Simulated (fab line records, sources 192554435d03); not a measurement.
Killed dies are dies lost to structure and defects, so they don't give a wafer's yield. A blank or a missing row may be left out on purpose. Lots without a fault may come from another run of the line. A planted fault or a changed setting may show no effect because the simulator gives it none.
One fault seen from 3 desks | flow n5_finfet | each desk has only its own numbers; what lay behind them comes last

THE TOOL OWNER'S DESK: ald_sin-02
The tool's own readings at N5_SPACER0_ALD_00 (deposits SiOCN, target thk 3.5 nm, pulse time 3 s, purge time 2 s): means of the sampled wafers that have a number, for each lot that ran on this tool. A lot is out of limits, marked OUT, if its mean lies more than 4 standard deviations from the usual mean; the brackets give that distance.
Columns: A = heater_power_w at N5_SPACER0_ALD_00, usual 872 W; B = precursor_pulse_height_rel at N5_SPACER0_ALD_00, usual 1.000
lot  | first seen here | A   | B
L988 | day 3 07:23     | 960 | 1.010
L991 | day 3 19:32     | 974 | 1.012
L997 | day 5 05:32     | 873 | 1.003
L101 | day 6 05:34     | 819 | 1.013
L103 | day 6 22:37     | 956 | 1.033
This desk's finding: nothing out of limits on any of the 5 lots.

THE DEFECT DESK
What the inspections along the route counted, lot by lot: means of the sampled wafers that have a number. A lot is out of limits, marked OUT, if its mean lies more than 4 standard deviations from the usual mean; the brackets give that distance.
Columns: A = raw_defect_count at N5_DUMMY_GATE_INSPECT_27, usual 276
lot  | first seen here | A
L988 | day 3 06:59     | 284
L989 | day 3 08:49     | 254
L990 | day 3 17:03     | 183
L991 | day 3 19:20     | 301
L992 | day 4 01:53     | 289
L994 | day 4 12:22     | 334
L996 | day 4 23:25     | 271
L997 | day 5 04:54     | 226
L100 | day 6 01:47     | 350
L101 | day 6 05:23     | 235
L103 | day 6 22:24     | 326
L107 | day 7 20:29     | 314
L110 | day 8 10:36     | 239
This desk's finding: nothing out of limits on any of the 13 lots.

THE METROLOGY DESK
What the gauges read, lot by lot, whatever tool the lot ran on: means of the sampled wafers that have a number. A lot is out of limits, marked OUT, if its mean lies more than 4 standard deviations from the usual mean; the brackets give that distance.
Columns: A = SD_N_BLK_OVL at N5_SD_EPI_N_OVL_MEAS_10, usual -0.2 nm
lot  | first seen here | A
L988 | day 3 08:14     | -0.6
L989 | day 3 10:56     | 0.3
L990 | day 3 18:43     | -1.1
L991 | day 3 20:22     | 0.4
L992 | day 4 02:47     | 0.2
L994 | day 4 13:23     | -0.4
L996 | day 5 00:38     | -0.2
L997 | day 5 06:15     | 0.7
L100 | day 6 02:43     | -0.3
L101 | day 6 06:25     | -0.3
L103 | day 6 23:28     | 0.4
L107 | day 7 21:31     | -1.2
L110 | day 8 12:26     | -1.1
This desk's finding: nothing out of limits on any of the 13 lots.

PUT TOGETHER
The tool owner's desk saw nothing out of limits.
The defect desk saw nothing out of limits.
The metrology desk saw nothing out of limits.

WHAT THE SIMULATOR HAD PUT IN
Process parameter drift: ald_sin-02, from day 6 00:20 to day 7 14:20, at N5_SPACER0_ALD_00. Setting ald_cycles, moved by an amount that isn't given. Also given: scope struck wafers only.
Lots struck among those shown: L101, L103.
